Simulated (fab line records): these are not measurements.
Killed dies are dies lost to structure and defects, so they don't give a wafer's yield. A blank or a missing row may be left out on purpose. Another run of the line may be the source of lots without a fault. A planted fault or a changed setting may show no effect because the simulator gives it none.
Struck lot and sound lot, side by side ; flow n5_finfet ; 19 out of 1938 route steps
Sound: the wafers L112.2, L112.4, L112.6. Struck: wafers L120.1, L120.4, L120.6. The cause comes at the end.
For every step that has rows: the tool of each side, followed by ch and its chambers, followed by its first start. Under that, the readings that differ: sound wafers ; struck wafers ; difference of the means ; sigmas: that difference in standard deviations of wafers without a fault.
alike: readings whose means differ by less than 2 such deviations, and words and numbers that are the same on both sides. not compared: withheld readings, readings that some wafer has no value for, bounds like >300 that may hide the same value, and numbers for which the record gives no deviation and whose values overlap.
The two part at a step that has a row with sigmas, a row that says differs or no value, or rows on one side only. Numbers that have no deviation but don't overlap get no sigmas and don't part them. A reading missing from all wafers of one side parts the sides only when that side holds two or more wafers.

N5_BEOL_M7_STRIP_80: strips in N2/H2, time 10 s.
  sound: rie_diel-04 ch 1,3; struck: rie_diel-01 ch 0,1,3
  alike: drypump_motor_current_A, h2_flow_sccm, oes_product_au, rf_vpp_V, showerhead_plenum_p_Torr, throttle_valve_pct
  not compared: rf_hours_counter_h
N5_BEOL_M7_OCD_MEAS_38:
  sound: ocd-02 at day 9 09:38; struck: ocd-01 at day 11 07:44
  alike: trench_depth_nm
then, 4 steps without rows for these wafers: N5_BEOL_M7_HM_STRIP_39 (strips TiN in peroxide tin strip, target depth 25 nm, time 158 s); N5_BEOL_M7_SRD_40 (time 30 s); N5_BEOL_M7_PRECLEAN_42 (cleans in residue remover, time 60 s); N5_BEOL_M7_SRD_43 (time 30 s).
N5_BEOL_M7_CD_MEAS_35: target cd 40 nm.
  sound: cd_sem-02 at day 9 09:47; struck: cd_sem-02 at day 11 07:53
  alike: cd_nm
N5_BEOL_M7_CURE_75: cures SiCOH lowk, time 120 s.
  sound on uv_cure-02 ch 0, day 9 09:53; struck on uv_cure-03 ch 0, day 11 07:56
  alike: lamp_power_pct, wafer_temp_C_max
N5_BEOL_M7_DEGAS_44: time 60 s.
  sound: pvd_sputter-03 at day 9 10:13; struck: pvd_sputter-01 at day 11 08:21
  alike: heater_power_w
then, 2 steps without rows for these wafers: N5_BEOL_M7_PRE_CLEAN_45 (time 30 s); N5_BEOL_M7_ALD_77 (deposits TaN, target thk 2 nm, pulse time 2 s, purge time 3 s).
N5_BEOL_M7_SURFACE_TREAT_79:
  sound: pvd_sputter-02 at day 9 11:34; struck: pvd_sputter-03 at day 11 08:46
  not compared: throttle_valve_pct
N5_BEOL_M7_CVD_78: deposits Co from CCTBA/H2, target thk 2 nm, time 142.3 s.
  sound on cvd_co-01 ch 0,1,2, day 9 11:38; struck on cvd_co-01 ch 1,2, day 11 09:14
  not compared: since_wet_clean_h
N5_BEOL_M7_SPUTTER_48: material Cu, target thk 10 nm, time 1.667 s.
  sound: pvd_sputter-02 at day 9 11:48; struck: pvd_sputter-03 at day 11 09:24
  alike: throttle_valve_pct
then, 2 steps without rows for these wafers: N5_BEOL_M7_ECD_50 (material Cu, target thk 300 nm); N5_BEOL_M7_ANNEAL_51 (time 90 s).
N5_BEOL_M7_CMP_52: polishes, stops on SiCOH lowk, t overpolish 6.9 s, target thk 80 nm.
  sound on cmp-02 ch 1,2,3, day 9 12:53; struck on cmp-03 ch 1,2,3, day 11 10:09
reading;sound;struck;difference;sigmas
barrier_field_endpoint_s (s);27.6 28.7 28.4;30.6 32.2 31.9;+3.3;+4
  alike: motor_current_A, overpolish_run_s, time_to_endpoint_s
N5_BEOL_M7_THK_MEAS_53: measures by xrf.
  sound: film_metro-01 at day 9 13:10; struck: film_metro-01 at day 11 10:26
  alike: M7_THK
-- the record jumps here: 3 days lie between the struck wafers' starts before and after (it left off in module BEOL_M7 and takes up again in module PASSIVATION, whose first step shown is number 1936 of the route) --
N5_PASSIVATION_PROBE_49:
  record: rows for the struck wafers here (prober-01, day 14 20:19), none for the sound ones

WHERE THEY PART
Last at N5_PASSIVATION_PROBE_49 as far as this record goes, first at N5_BEOL_M7_CMP_52.

WHY: what the simulator had put in
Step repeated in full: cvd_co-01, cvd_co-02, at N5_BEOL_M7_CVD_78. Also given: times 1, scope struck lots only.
